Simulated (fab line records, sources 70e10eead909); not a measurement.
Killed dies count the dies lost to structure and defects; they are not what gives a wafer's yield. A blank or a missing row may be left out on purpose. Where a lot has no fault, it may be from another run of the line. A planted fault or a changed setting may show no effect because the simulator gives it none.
fab line records | flow nandHarc
record lots=5 wafers=15 lastDay=24
route steps=1159 shown P_M1@304 P_M2@318
lots that met no fault: from a run of the same line without faults
startH: hours from the record's opening day to when the first of the lot's shown wafers began | waitH: hours from the lot's prior step to this one | " identical to the entry in the row above | L1.1+2: several wafers, shown together as one row | - either no value or no given start | * or withheld: withheld | < > ~ a bound
route shown NAME@n: names a module that has steps shown in the file, with the first one's number in the route | usual: mean/standard deviation taken from wafers without a fault | same: alike in all rows | chamber/n: place in a boat | sites: readings site by site | _std_site: how widely they spread, as a standard deviation | _edge_site: outer sites' mean less inner sites' | radiusMm: for every site, how far away it sits from the centre of the wafer | mask NAME#n: copy n | behind: the tool/chamber that last shaped the wafer | hold: reason for holding the lot/hours on hold/outcome of the hold | device: whichever transistor did not switch (one of n, p or np) | end of line: tests run on the same wafers once the route is complete | a step with no rows: only its recipe | killed: not the wafer's yield, but the dies lost to structure and defects at the first sort | map: a wafer's dies, x killed, . not, _ none there
set.NAME: the setting as run; set.NAME@STEP: as run at that earlier step | model.NAME: the simulator's own value behind a step, which no gauge read
lots seen at some steps along the route; tables by step, rows by wafer
services: when a tool's chamber went out of use (startH, in hours from the record's first day, below 0 if earlier), for how many hours, and the reason
## steps
# step NHARC_P_M1_STRIP_19
# recipe timeS=600 tempC=30 chemistry=postEtchResidueRemover
# columns lot.wafer tool chamber startH waitH
L074.2+3+5 wetBench-08 2,6,7 115.93 -
L076.2+1+4 wetBench-10 0,1,2 139.12 -
L086.4+3+1 wetBench-08 0,3,4 202.99 -
L091.1+2+4 wetBench-08 1,3,6 221.92 -
L095.4+2+1 wetBench-08 7,0,1 245.90 -
# step NHARC_P_M1_DEGAS_29
# recipe tempC=250 timeS=60
# usual heaterPowerW=329/26 susceptorTempC=250.04/0.17
# columns lot.wafer tool chamber startH waitH heaterPowerW susceptorTempC
L074.3 pvdSputter-03 - 116.21 - 339 250.15
L074.2 " - " " 317 250.30
L074.5 " - " " 327 249.98
L076.2 pvdSputter-01 - 139.40 - 324 249.86
L076.4 " - " " 293 250.26
L076.1 " - " " 389 249.68
L086.1 pvdSputter-02 - 203.25 - 330 249.89
L086.3 " - " " 313 249.99
L086.4 " - " " 316 250.16
L091.2 pvdSputter-03 - 222.19 - 331 250.09
L091.1 " - " " 327 250.03
L091.4 " - " " 317 250.30
L095.4 pvdSputter-01 - 246.17 - 361 250.08
L095.2 " - " " 325 250.11
L095.1 " - " " 286 249.90
# step NHARC_P_M1_PRE_CLEAN_30
# recipe timeS=30 tempC=280 gas=H2/He
# usual heaterPowerW=403/30 susceptorTempC=280.00/0.17
# columns lot.wafer tool chamber startH waitH heaterPowerW susceptorTempC
L074.3 pvdSputter-03 - - - 392 279.88
L074.2 " - " " 413 280.18
L074.5 " - " " 394 279.90
L076.4 pvdSputter-01 - - - 443 280.21
L076.2 " - " " 403 280.10
L076.1 " - " " 471 280.13
L086.4 pvdSputter-02 - - - 401 279.78
L086.3 " - " " 403 279.93
L086.1 " - " " 383 280.08
L091.2 pvdSputter-03 - - - 422 279.63
L091.4 " - " " 385 280.06
L091.1 " - " " 400 280.09
L095.1 pvdSputter-01 - - - 399 280.03
L095.4 " - " " 482 280.01
L095.2 " - " " 444 280.09
# step NHARC_P_M1_PVD_20
# recipe targetThkA=50 biasV=168.6 powerW=15000 chamberPressurePa=0.12 timeS=8.06 substrateTempC=50 material=TaN
# usual throttleValvePct=29.6/0.81
# columns lot.wafer tool chamber startH waitH throttleValvePct
L074.2 pvdSputter-03 - - - 30.7
L074.3 " - " " 29.3
L074.5 " - " " 30.8
L076.4 pvdSputter-01 - - - 30.4
L076.1 " - " " 29.1
L076.2 " - " " 29.1
L086.4 pvdSputter-02 - - - 29.5
L086.3 " - " " 27.8
L086.1 " - " " 29.6
L091.2 pvdSputter-03 - - - 30.9
L091.1 " - " " 29.3
L091.4 " - " " 30.2
L095.4 pvdSputter-01 - - - 30.8
L095.2 " - " " 29.4
L095.1 " - " " 29.5
# step NHARC_P_M1_PVD_21
# recipe targetThkA=300 chamberPressurePa=5 powerW=5000 substrateTempC=30 timeS=20.49 material=Cu
# usual throttleValvePct=29.6/0.79
# columns lot.wafer tool chamber startH waitH throttleValvePct
L074.2 pvdSputter-03 - - - 30.5
L074.3 " - " " 30.7
L074.5 " - " " 30.4
L076.1 pvdSputter-01 - - - 29.1
L076.4 " - " " 30.3
L076.2 " - " " 29.1
L086.3 pvdSputter-02 - - - 29.5
L086.4 " - " " 29.4
L086.1 " - " " 27.4
L091.2 pvdSputter-03 - - - 30.6
L091.1 " - " " 29.3
L091.4 " - " " 29.5
L095.1 pvdSputter-01 - - - 30.8
L095.4 " - " " 29.4
L095.2 " - " " 29.0
# step NHARC_P_M1_ECD_22
# recipe targetThkA=4000 bathTempC=25 material=Cu
# columns lot.wafer tool chamber startH waitH
L074.2+3+5 ecdCu-01 0,1,0 116.63 -
L076.1+2+4 ecdCu-02 0,1,0 139.76 -
L086.1+4+3 ecdCu-02 1,1,0 203.61 -
L091.2+1+4 ecdCu-01 1,0,1 222.56 -
L095.2+1+4 ecdCu-01 1,0,1 246.54 -
# step NHARC_P_M1_ANNEAL_31
# recipe tempC=225 timeS=90
# usual wafer_temp_C_max=225.98/0.23
# columns lot.wafer tool chamber startH waitH wafer_temp_C_max
L074.2 rtpAnneal-01 0 117.01 0.3 225.93
L074.3 " 0 " " 225.71
L074.5 " 0 " " 225.58
L076.1 rtpAnneal-02 0 140.13 0.3 225.69
L076.2 " 0 " " 226.39
L076.4 " 0 " " 226.04
L086.1 rtpAnneal-01 0 203.99 - 226.06
L086.3 " 0 " " 226.24
L086.4 " 0 " " 226.01
L091.1 rtpAnneal-02 0 222.93 0.3 225.99
L091.2 " 0 " " 226.36
L091.4 " 0 " " 226.37
L095.1 rtpAnneal-02 0 246.95 0.3 225.88
L095.2 " 0 " " 226.17
L095.4 " 0 " " 225.84
# step NHARC_P_M1_CMP_23
# recipe tOverpolishS=20 targetThkNm=157.82
# usual edgeZonePressureFrac=1.001/0.005 motorCurrentA=12.0/1.2 timeToEndpointS=29.8/2.9
# columns lot.wafer tool chamber startH waitH edgeZonePressureFrac motorCurrentA timeToEndpointS
L074.3 cmp-03 1 117.31 - 1.001 11.8 28.7
L074.2 " 0 " " 0.996 12.9 30.5
L074.5 " 2 " " 1.005 13.1 28.5
L076.2 cmp-01 2 140.51 - 0.999 9.9 30.9
L076.1 " 3 " " 1.004 11.8 36.9
L076.4 " 0 " " 1.004 13.3 33.6
L086.1 cmp-01 0 204.34 - 1.003 13.3 30.5
L086.3 " 2 " " 1.005 10.0 26.3
L086.4 " 3 " " 0.996 11.4 29.2
L091.4 cmp-03 1 223.28 - 1.006 12.4 32.3
L091.2 " 2 " " 1.001 13.4 30.8
L091.1 " 3 " " 0.985 13.0 29.1
L095.2 cmp-02 3 247.29 - 1.003 11.7 28.3
L095.4 " 0 " " 1.005 12.1 26.0
L095.1 " 2 " " 0.996 12.8 31.0
# step NHARC_P_M1_THK_MEAS_24
# recipe thkMeasGauge=xrf
# usual thkNm=158.1/1.6
# columns lot.wafer tool chamber startH waitH thkNm
L074.2 filmMetro-01 - 117.62 - 158.5
L074.3 " - " " 158.3
L074.5 " - " " 157.6
L076.1 filmMetro-01 - 140.79 - 160.2
L076.2 " - " " 160.6
L076.4 " - " " 160.3
L086.1 filmMetro-01 - 204.65 - 158.1
L086.3 " - " " 156.7
L086.4 " - " " 157.3
L091.1 filmMetro-02 - 223.59 - 155.1
L091.2 " - " " 157.8
L091.4 " - " " 156.4
L095.1 filmMetro-02 - 247.60 - 160.7
L095.2 " - " " 158.4
L095.4 " - " " 158.0
# step NHARC_P_M1_SRD_25
# columns lot.wafer tool chamber startH waitH
L074.3+5+2 wetBench-10 1,2,3 117.66 0.0
L076.2+1+4 wetBench-08 1,3,5 140.83 0.0
L086.1+4+3 wetBench-10 0,1,2 204.70 0.0
L091.1+2+4 wetBench-10 0,1,2 223.63 0.0
L095.4+1+2 wetBench-08 3,4,5 247.65 0.0
# step NHARC_P_M1_INSPECT_27
# usual rawDefectCount=308/120
# columns lot.wafer tool chamber startH waitH rawDefectCount
L074.2 defectInspect-01 - 117.78 0.0 288
L074.3 " - " " 368
L074.5 " - " " 360
L076.1 defectInspect-01 - 140.95 0.0 513
L076.2 " - " " 382
L076.4 " - " " 261
L086.1 defectInspect-02 - 204.81 0.0 293
L086.3 " - " " 368
L086.4 " - " " 235
L091.1 defectInspect-02 - 223.75 0.0 275
L091.2 " - " " 284
L091.4 " - " " 272
L095.1 defectInspect-01 - 247.76 0.0 171
L095.2 " - " " 307
L095.4 " - " " 173
# step NHARC_P_M1_PRE_CLEAN_32
# recipe timeS=12 tempC=370 rfPowerW=300 gas=NH3
# usual heaterPowerW=601/61 susceptorTempC=369.99/0.22
# columns lot.wafer tool chamber startH waitH heaterPowerW susceptorTempC
L074.2 pecvd-01 0 117.85 0.1 543 369.75
L074.3 " 0 " " 554 369.45
L074.5 " 0 " " 559 369.58
L076.2 pecvd-01 1 141.02 0.1 645 369.92
L076.1 " 2 " " 652 369.91
L076.4 " 2 " " 656 369.91
L086.3 pecvd-03 2 205.50 0.7 550 369.82
L086.1 " 1 " " 637 369.92
L086.4 " 0 " " 546 369.81
L091.1 pecvd-02 2 223.83 0.1 656 369.89
L091.2 " 0 " " 506 369.96
L091.4 " 1 " " 583 370.12
L095.1 pecvd-02 1 247.83 0.1 597 369.83
L095.2 " 0 " " 522 370.03
L095.4 " 2 " " 691 370.00
# step NHARC_P_M1_DEP_33
# recipe targetThkA=300 tempC=370 targetThkNm=30 pressureTorr=3 flowSccm=200 rfW=450 material=SiCN
# usual heaterPowerW=545/62 susceptorTempC=370.00/0.21
# columns lot.wafer tool chamber startH waitH heaterPowerW susceptorTempC
L074.2 pecvd-01 0 117.97 0.1 517 370.06
L074.3 " 0 " " 517 370.00
L074.5 " 0 " " 509 370.03
L076.2 pecvd-01 1 141.09 0.1 580 369.95
L076.1 " 2 " " 573 369.79
L076.4 " 2 " " 550 369.89
L086.3 pecvd-03 2 205.58 0.1 554 369.81
L086.1 " 1 " " 573 369.81
L086.4 " 0 " " 554 370.03
L091.1 pecvd-02 2 223.94 0.1 619 369.69
L091.2 " 0 " " 532 370.12
L091.4 " 1 " " 522 370.28
L095.1 pecvd-02 1 247.91 0.1 492 370.20
L095.2 " 0 " " 459 370.30
L095.4 " 2 " " 625 370.06
# step NHARC_P_M2_DEP_00
# recipe targetThkA=1825 targetThkNm=182.5 tempC=withheld pressureTorr=5 flowSccm=200 rfW=600 material=SiOC
# columns lot.wafer tool chamber startH waitH
L074.2+3+5 pecvd-02 2,0,2 118.56 0.5
L076.1+2+4 pecvd-01 2,1,1 - -
L086.1+3+4 pecvd-02 0,2,0 205.99 -
L091.1+2+4 pecvd-01 1,0,1 224.34 -
L095.2+1+4 pecvd-03 1,0,1 248.32 -
# step NHARC_P_M2_DEHYDRATE_01
# recipe tempC=150 timeS=120
# usual chillPlateTempC=23.01/0.1
# columns lot.wafer tool chamber startH waitH chillPlateTempC
L074.2 lithoTrack-01 0 118.92 - 22.98
L074.3 " 0 " " 22.99
L074.5 " 0 " " 22.94
L076.1 lithoTrack-01 0 142.03 - 22.93
L076.2 " 0 " " 22.91
L076.4 " 0 " " 22.98
L086.1 lithoTrack-04 0 206.39 - 23.03
L086.3 " 0 " " 23.15
L086.4 " 0 " " 23.15
L091.1 lithoTrack-01 0 224.74 - 23.08
L091.2 " 0 " " 23.00
L091.4 " 0 " " 22.87
L095.1 lithoTrack-01 0 248.72 - 23.07
L095.2 " 0 " " 22.92
L095.4 " 0 " " 23.11
# step NHARC_P_M2_HMDS_02
# recipe timeS=30
# usual chillPlateTempC=22.99/0.11
# columns lot.wafer tool chamber startH waitH chillPlateTempC
L074.2 lithoTrack-01 0 - - 22.99
L074.3 " 0 " " 23.02
L074.5 " 0 " " 23.20
L076.1 lithoTrack-01 0 - - 23.08
L076.2 " 0 " " 23.16
L076.4 " 0 " " 23.09
L086.1 lithoTrack-04 0 - - 22.97
L086.3 " 0 " " 22.81
L086.4 " 0 " " 22.84
L091.1 lithoTrack-01 0 - - 22.98
L091.2 " 0 " " 22.91
L091.4 " 0 " " 23.01
L095.1 lithoTrack-01 0 - - 22.86
L095.2 " 0 " " 22.74
L095.4 " 0 " " 22.77
# step NHARC_P_M2_COAT_34
# recipe tempC=200 timeS=65
# usual chillPlateTempC=23.03/0.093
# columns lot.wafer tool chamber startH waitH chillPlateTempC
L074.2 lithoTrack-01 0 - - 23.11
L074.3 " 0 " " 23.01
L074.5 " 0 " " 23.00
L076.1 lithoTrack-01 0 - - 23.07
L076.2 " 0 " " 22.99
L076.4 " 0 " " 23.02
L086.1 lithoTrack-04 0 - - 23.11
L086.3 " 0 " " 23.05
L086.4 " 0 " " 23.08
L091.1 lithoTrack-01 0 - - 22.96
L091.2 " 0 " " 22.92
L091.4 " 0 " " 22.88
L095.1 lithoTrack-01 0 - - 22.96
L095.2 " 0 " " 22.94
L095.4 " 0 " " 23.03
# step NHARC_P_M2_COAT_03
# recipe spinRpm=1500 resistThkNm=90
# usual chillPlateTempC=23.00/0.1 dispensePressureKPa=48/3.6
# columns lot.wafer tool chamber startH waitH chillPlateTempC dispensePressureKPa
L074.2 lithoTrack-01 0 - - 23.14 44
L074.3 " 0 " " 22.99 44
L074.5 " 0 " " 23.12 44
L076.1 lithoTrack-01 0 - - 22.88 44
L076.2 " 0 " " 22.86 44
L076.4 " 0 " " 22.90 44
L086.1 lithoTrack-04 0 - - 23.00 48
L086.3 " 0 " " 23.03 48
L086.4 " 0 " " 22.95 48
L091.1 lithoTrack-01 0 - - 22.89 44
L091.2 " 0 " " 22.93 44
L091.4 " 0 " " 22.84 44
L095.1 lithoTrack-01 0 - - 23.15 44
L095.2 " 0 " " 23.16 44
L095.4 " 0 " " 23.24 44
# step NHARC_P_M2_SOFTBAKE_04
# recipe tempC=105 timeS=55
# usual chillPlateTempC=22.96/0.11
# columns lot.wafer tool chamber startH waitH chillPlateTempC
L074.2 lithoTrack-01 0 - - 22.95
L074.3 " 0 " " 23.01
L074.5 " 0 " " 22.96
L076.1 lithoTrack-01 0 - - 22.93
L076.2 " 0 " " 22.99
L076.4 " 0 " " 23.06
L086.1 lithoTrack-04 0 - - 22.96
L086.3 " 0 " " 22.88
L086.4 " 0 " " 22.94
L091.1 lithoTrack-01 0 - - 22.92
L091.2 " 0 " " 23.05
L091.4 " 0 " " 23.15
L095.1 lithoTrack-01 0 - - 23.10
L095.2 " 0 " " 22.97
L095.4 " 0 " " 22.99
# step NHARC_P_M2_EBR_05
# usual chillPlateTempC=23.00/0.09
# columns lot.wafer tool chamber startH waitH chillPlateTempC
L074.2 lithoTrack-01 0 - - 22.94
L074.3 " 0 " " 22.98
L074.5 " 0 " " 22.84
L076.1 lithoTrack-01 0 - - 22.96
L076.2 " 0 " " 22.93
L076.4 " 0 " " 23.03
L086.1 lithoTrack-04 0 - - 22.97
L086.3 " 0 " " 23.04
L086.4 " 0 " " 22.99
L091.1 lithoTrack-01 0 - - 23.17
L091.2 " 0 " " 23.07
L091.4 " 0 " " 22.97
L095.1 lithoTrack-01 0 - - 23.06
L095.2 " 0 " " 23.06
L095.4 " 0 " " 23.09
# step NHARC_P_M2_EXPOSE_06
# recipe na=1.35 targetCdNm=170 doseMj=80.78 maskId=P_M2
# columns lot.wafer tool chamber startH waitH mask
L074.2+3+5 arfiScanner-03 0 119.09 - P_M2#0
L076.1+2+4 arfiScanner-02 0 142.31 - P_M2#0
L086.1+3+4 arfiScanner-01 0 206.56 - P_M2#0
L091.1+2+4 arfiScanner-03 0 224.91 - P_M2#0
L095.1+2+4 arfiScanner-03 0 249.01 - P_M2#0
# step NHARC_P_M2_PEB_07
# recipe pebTempC=100 pebTimeS=65
# usual chillPlateTempC=23.02/0.12
# columns lot.wafer tool chamber startH waitH chillPlateTempC
L074.2 lithoTrack-01 0 119.15 0.1 23.11
L074.3 " 0 " " 22.95
L074.5 " 0 " " 22.96
L076.1 lithoTrack-06 0 142.38 0.1 23.21
L076.2 " 0 " " 22.98
L076.4 " 0 " " 23.04
L086.1 lithoTrack-01 0 206.62 0.1 23.03
L086.3 " 0 " " 22.95
L086.4 " 0 " " 23.16
L091.1 lithoTrack-04 0 224.97 0.1 23.23
L091.2 " 0 " " 22.91
L091.4 " 0 " " 22.97
L095.1 lithoTrack-06 0 249.07 0.1 22.86
L095.2 " 0 " " 22.88
L095.4 " 0 " " 23.09
# step NHARC_P_M2_DEVELOP_08
# recipe developTimeS=35 devTempC=23
# usual chillPlateTempC=23.03/0.1
# columns lot.wafer tool chamber startH waitH chillPlateTempC
L074.2 lithoTrack-01 0 - - 23.18
L074.3 " 0 " " 23.12
L074.5 " 0 " " 22.99
L076.1 lithoTrack-06 0 - - 23.13
L076.2 " 0 " " 23.04
L076.4 " 0 " " 23.09
L086.1 lithoTrack-01 0 - - 22.93
L086.3 " 0 " " 22.88
L086.4 " 0 " " 23.04
L091.1 lithoTrack-04 0 - - 23.02
L091.2 " 0 " " 22.93
L091.4 " 0 " " 23.11
L095.1 lithoTrack-06 0 - - 22.94
L095.2 " 0 " " 23.07
L095.4 " 0 " " 23.02
# step NHARC_P_M2_CD_MEAS_09
# recipe targetCdNm=170 landingEnergyEv=500
# usual cdNm=170.2/0.58
# columns lot.wafer tool chamber startH waitH cdNm
L074.2 cdSem-02 0 119.23 - 170.0
L074.3 " 0 " " 170.3
L074.5 " 0 " " 169.3
L076.1 cdSem-03 0 142.45 - 170.8
L076.2 " 0 " " 170.1
L076.4 " 0 " " 170.1
L086.1 cdSem-03 0 206.70 - 169.7
L086.3 " 0 " " 170.6
L086.4 " 0 " " 170.9
L091.1 cdSem-01 0 225.05 - 169.9
L091.2 " 0 " " 170.1
L091.4 " 0 " " 169.4
L095.1 cdSem-02 0 249.15 - 170.6
L095.2 " 0 " " 169.4
L095.4 " 0 " " 169.9
# step NHARC_P_M2_OVL_MEAS_10
# recipe pitchNm=340
# usual overlayXNm=0.0/0.82 overlayYNm=0.0/0.82
# columns lot.wafer tool chamber startH waitH overlayXNm overlayYNm
L074.2 overlay-02 - 119.32 - 1.1 -0.1
L074.3 " - " " 1.2 0.5
L074.5 " - " " 1.2 0.3
L076.1 overlay-02 - 142.54 - 1.5 1.0
L076.2 " - " " 1.6 0.0
L076.4 " - " " 1.5 0.2
L086.1 overlay-01 - 206.79 - 0.1 -0.7
L086.3 " - " " 0.6 0.1
L086.4 " - " " 0.6 0.4
L091.1 overlay-01 - 225.13 - -1.1 1.2
L091.2 " - " " -0.4 1.4
L091.4 " - " " -0.4 1.0
L095.1 overlay-02 - 249.23 - 0.5 -0.6
L095.2 " - " " 0.2 0.0
L095.4 " - " " 0.4 -0.2
# step NHARC_P_M2_INSPECT_11
# usual rawDefectCount=3.9/2.3
# columns lot.wafer tool chamber startH waitH rawDefectCount
L074.2 defectInspect-01 - 119.35 0.0 4
L074.3 " - " " 5
L074.5 " - " " 2
L076.1 defectInspect-01 - 142.58 0.0 1
L076.2 " - " " 1
L076.4 " - " " 4
L086.1 defectInspect-01 - 206.83 0.0 0
L086.3 " - " " 4
L086.4 " - " " 4
L091.1 defectInspect-02 - 225.17 0.0 2
L091.2 " - " " 1
L091.4 " - " " 2
L095.1 defectInspect-01 - 249.27 0.0 6
L095.2 " - " " 3
L095.4 " - " " 2
# step NHARC_P_M2_DESCUM_14
# recipe timeS=3 o2FlowSccm=200 arFlowSccm=0 biasPowerW=0 chemistry=O2
# usual drypumpMotorCurrentA=5.6/0.37 oesProductAu=0.998/0.0094 rfVppV=57.9/1 showerheadPlenumPTorr=1.92/0.098 throttleValvePct=11.311/0.0099
# columns lot.wafer tool chamber startH waitH drypumpMotorCurrentA oesProductAu rfHoursCounterH rfVppV showerheadPlenumPTorr throttleValvePct
L074.2 rieDiel-11 3 119.42 0.1 5.6 0.967 17 57.1 1.88 11.310
L074.3 " 1 " " 5.0 0.997 15 59.3 1.99 11.291
L074.5 " 2 " " 5.8 0.997 - 57.6 2.02 11.304
L076.2 rieDiel-04 1 142.64 0.1 6.1 1.004 0 57.7 1.79 11.306
L076.1 " 3 " " 5.3 0.992 0 58.0 1.91 11.305
L076.4 " 0 " " 5.1 1.003 0 57.6 1.99 11.317
L086.4 rieDiel-04 3 206.90 0.1 5.3 0.992 3 58.7 1.90 11.308
L086.3 " 0 " " 5.1 1.002 2 59.1 1.99 11.319
L086.1 " 1 " " 6.1 1.001 2 56.1 1.79 11.314
L091.1 rieDiel-11 3 225.23 0.1 5.6 0.982 3 57.1 1.87 11.330
L091.4 " 0 " " 5.6 0.983 3 56.4 1.77 11.326
L091.2 " 1 " " 5.1 1.009 3 58.6 1.99 11.330
L095.2 rieDiel-04 0 249.33 0.1 5.1 1.010 4 58.2 1.99 11.311
L095.4 " 2 " " 5.7 1.004 4 59.5 2.05 11.327
L095.1 " 3 " " 5.3 0.990 5 57.9 1.90 11.319
# step NHARC_P_M2_ETCH_35
# recipe targetDepthA=400 overetchA=120 timeS=43.94 ionEnergyEv=200 n2FlowSccm=150 h2FlowSccm=150 arFlowSccm=0 rfW=400 biasW=150 chemistry=N2/H2
# usual drypumpMotorCurrentA=5.6/0.36 oesProductAu=0.998/0.0094 rfVppV=431/3.2 showerheadPlenumPTorr=2.05/0.11 throttleValvePct=14.173/0.0089
# columns lot.wafer tool chamber startH waitH drypumpMotorCurrentA oesProductAu rfHoursCounterH rfVppV showerheadPlenumPTorr throttleValvePct
L074.2 rieDiel-11 0 119.52 0.1 5.6 0.991 16 426 1.89 14.180
L074.3 " 1 " " 5.1 1.005 15 434 2.12 14.180
L074.5 " 3 " " 5.6 0.980 - 430 2.00 14.189
L076.2 rieDiel-04 1 142.73 0.1 6.1 1.002 0 426 1.90 14.161
L076.4 " 2 " " 5.7 0.996 0 436 2.19 14.162
L076.1 " 3 " " 5.3 0.992 0 429 2.03 14.181
L086.3 rieDiel-04 0 206.99 0.1 5.1 1.012 2 433 2.12 14.164
L086.1 " 1 " " 6.2 0.992 3 427 1.90 14.173
L086.4 " 2 " " 5.7 1.011 3 435 2.19 14.150
L091.2 rieDiel-11 0 225.32 0.1 5.6 0.994 3 425 1.89 14.172
L091.4 " 1 " " 5.1 1.010 3 433 2.12 14.165
L091.1 " 3 " " 5.7 0.989 3 431 1.99 14.177
L095.4 rieDiel-04 0 249.42 0.1 5.1 1.006 4 434 2.12 14.162
L095.1 " 1 " " 6.2 0.987 5 425 1.90 14.175
L095.2 " 2 " " 5.7 0.998 4 434 2.19 14.175
# step NHARC_P_M2_ETCH_15
# recipe targetDepthA=1825 timeS=91.2 c4f8FlowSccm=withheld arFlowSccm=400 rfW=600 biasW=300 chemistry=C4F8/Ar
# usual oesProductAu=0.948/0.023 rfVppV=441/3.1
# columns lot.wafer tool chamber startH waitH oesProductAu rfHoursCounterH rfVppV
L074.3 rieDiel-11 3 - - 0.907 17 440
L074.2 " 2 " " 0.926 17 444
L074.5 " 3 " " 0.914 - 439
L076.1 rieDiel-04 2 - - 0.972 0 444
L076.2 " 3 " " 0.977 0 440
L076.4 " 1 " " 0.960 0 437
L086.1 rieDiel-04 1 - - 0.945 3 437
L086.3 " 2 " " 0.960 3 444
L086.4 " 3 " " 0.946 3 440
L091.4 rieDiel-11 0 - - 0.920 3 436
L091.1 " 1 " " 0.933 3 444
L091.2 " 2 " " 0.920 3 443
L095.2 rieDiel-04 3 - - 0.915 5 441
L095.4 " 0 " " 0.942 5 444
L095.1 " 1 " " 0.937 5 436
# step NHARC_P_M2_CD_MEAS_16
# usual cdNm=170.3/0.77
# columns lot.wafer tool chamber startH waitH cdNm
L074.2 cdSem-02 - 119.85 - 170.5
L074.3 " - " " 169.3
L074.5 " - " " 168.8
L076.1 cdSem-01 - 142.95 - 171.0
L076.2 " - " " 171.5
L076.4 " - " " 169.9
L086.1 cdSem-01 - 207.20 - 170.4
L086.3 " - " " 170.3
L086.4 " - " " 170.5
L091.1 cdSem-01 - 225.60 - 169.9
L091.2 " - " " 169.9
L091.4 " - " " 169.5
L095.1 cdSem-01 - 249.64 - 171.1
L095.2 " - " " 169.8
L095.4 " - " " 171.3
# step NHARC_P_M2_STRIP_18
# recipe powerW=1000 n2FlowSccm=150 h2FlowSccm=150 arFlowSccm=0 biasW=0 chemistry=N2/H2
# usual drypumpMotorCurrentA=5.6/0.37 oesProductAu=0.999/0.0095 rfVppV=90.8/1.1 showerheadPlenumPTorr=2.05/0.11 throttleValvePct=14.172/0.009
# columns lot.wafer tool chamber startH waitH drypumpMotorCurrentA oesProductAu rfHoursCounterH rfVppV showerheadPlenumPTorr throttleValvePct
L074.2 rieDiel-01 3 119.94 0.1 5.0 1.001 53 90.1 2.14 14.186
L074.3 " 2 " " 5.7 0.992 52 90.8 2.11 14.170
L074.5 " 0 " " 5.5 1.003 - 90.3 2.06 14.167
L076.1 rieDiel-04 1 143.02 0.1 6.2 0.999 0 91.1 1.90 14.165
L076.2 " 2 " " 5.7 0.999 0 91.1 2.19 14.177
L076.4 " 0 " " 5.1 1.007 0 90.0 2.12 14.181
L086.3 rieDiel-04 1 207.27 0.1 6.1 1.001 3 88.8 1.90 14.166
L086.1 " 2 " " 5.7 1.014 3 91.6 2.19 14.187
L086.4 " 0 " " 5.1 1.010 3 90.7 2.12 14.177
L091.1 rieDiel-11 2 225.68 0.1 5.9 0.989 3 90.7 2.15 14.185
L091.4 " 3 " " 5.7 0.976 3 90.0 1.99 14.167
L091.2 " 1 " " 5.0 0.995 3 91.6 2.12 14.164
L095.2 rieDiel-04 0 249.72 0.1 5.1 0.995 5 89.8 2.12 14.175
L095.1 " 1 " " 6.2 0.989 5 88.5 1.90 14.179
L095.4 " 3 " " 5.3 0.996 5 90.4 2.03 14.189
# step NHARC_P_M2_ETCH_28
# recipe targetDepthA=300 overEtchFrac=0.3 timeS=72.99 ionEnergyEv=150 cf4FlowSccm=50 n2FlowSccm=100 arFlowSccm=150 rfW=300 biasW=100 chemistry=CF4/N2
# usual drypumpMotorCurrentA=5.6/0.36 oesProductAu=0.998/0.0094 rfVppV=314.6/2.2 showerheadPlenumPTorr=2.65/0.12 throttleValvePct=19.795/0.0089
# columns lot.wafer tool chamber startH waitH drypumpMotorCurrentA oesProductAu rfHoursCounterH rfVppV showerheadPlenumPTorr throttleValvePct
L074.3 rieDiel-01 0 - - 5.5 1.013 58 314.1 2.65 19.804
L074.2 " 3 " " 5.0 1.000 53 316.1 2.74 19.797
L074.5 " 1 " " 5.6 0.993 - 310.0 2.43 19.792
L076.4 rieDiel-04 1 - - 6.2 1.002 0 310.9 2.46 19.792
L076.2 " 2 " " 5.7 0.997 1 316.3 2.80 19.794
L076.1 " 0 " " 5.2 0.998 0 315.3 2.72 19.794
L086.1 rieDiel-04 0 - - 5.1 1.007 3 315.0 2.72 19.803
L086.3 " 1 " " 6.2 1.000 3 310.6 2.46 19.802
L086.4 " 2 " " 5.7 0.995 3 317.3 2.80 19.792
L091.2 rieDiel-11 2 - - 5.8 1.000 3 316.7 2.76 19.803
L091.1 " 3 " " 5.7 0.985 3 313.4 2.57 19.796
L091.4 " 1 " " 5.0 1.012 3 314.8 2.72 19.797
L095.2 rieDiel-04 1 - - 6.1 1.004 5 312.5 2.46 19.795
L095.4 " 2 " " 5.7 1.001 4 316.7 2.80 19.788
L095.1 " 3 " " 5.3 1.000 5 313.8 2.61 19.799
# step NHARC_P_M2_STRIP_19
# recipe timeS=600 tempC=30 chemistry=postEtchResidueRemover
# columns lot.wafer tool chamber startH waitH
L074.5+2+3 wetBench-08 6,0,2 120.38 -
L076.4+1+2 wetBench-10 1,2,5 143.39 -
L086.3+4+1 wetBench-08 0,3,4 207.64 -
L091.2+1+4 wetBench-08 2,4,5 226.06 -
L095.2+4+1 wetBench-08 1,3,4 250.09 -
# step NHARC_P_M2_DEGAS_29
# recipe tempC=250 timeS=60
# usual heaterPowerW=328/27 susceptorTempC=250.01/0.18
# columns lot.wafer tool chamber startH waitH heaterPowerW susceptorTempC
L074.3 pvdSputter-01 - 120.65 - 335 249.79
L074.2 " - " " 285 249.94
L074.5 " - " " 283 250.02
L076.1 pvdSputter-01 - 143.66 - 291 249.91
L076.4 " - " " 386 249.88
L076.2 " - " " 366 249.80
L086.3 pvdSputter-03 - 207.92 - 315 250.19
L086.1 " - " " 330 250.27
L086.4 " - " " 323 250.09
L091.4 pvdSputter-02 - 226.32 - 298 249.85
L091.2 " - " " 327 249.97
L091.1 " - " " 315 250.27
L095.1 pvdSputter-03 - 250.36 - 313 249.73
L095.4 " - " " 330 249.94
L095.2 " - " " 318 250.35
## services
# columns tool chamber startH hours kind
lithoTrack-01 - 93.00 7.0 pm
pvdSputter-03 - 102.00 10.0 pm
pecvd-01 - 105.96 0.6 repair
rieDiel-04 - 111.90 9.0 pm
pvdSputter-01 - 114.08 3.8 repair
pvdSputter-02 - 116.01 0.9 repair
lithoTrack-06 - 117.00 7.0 pm
lithoTrack-04 - 141.00 7.0 pm
pecvd-02 - 153.00 13.0 pm
pvdSputter-01 - 158.02 10.0 pm
rieDiel-11 2 161.62 1.9 repair
rieDiel-04 - 186.45 3.6 repair
rieDiel-11 - 190.06 9.0 pm
pecvd-02 - 210.38 1.4 repair
pvdSputter-02 - 214.03 10.0 pm
pvdSputter-01 - 214.32 2.1 repair
rieDiel-04 2 219.62 17.1 repair
rieDiel-11 3 226.09 2.5 repair
rieDiel-11 2 226.40 2.0 repair
rieDiel-11 0 229.34 2.6 repair
wetBench-08 - 232.84 8.0 pm
pvdSputter-02 - 236.27 5.2 repair
pecvd-01 - 237.21 13.0 pm
wetBench-10 - 247.20 8.0 pm
## key
fault none
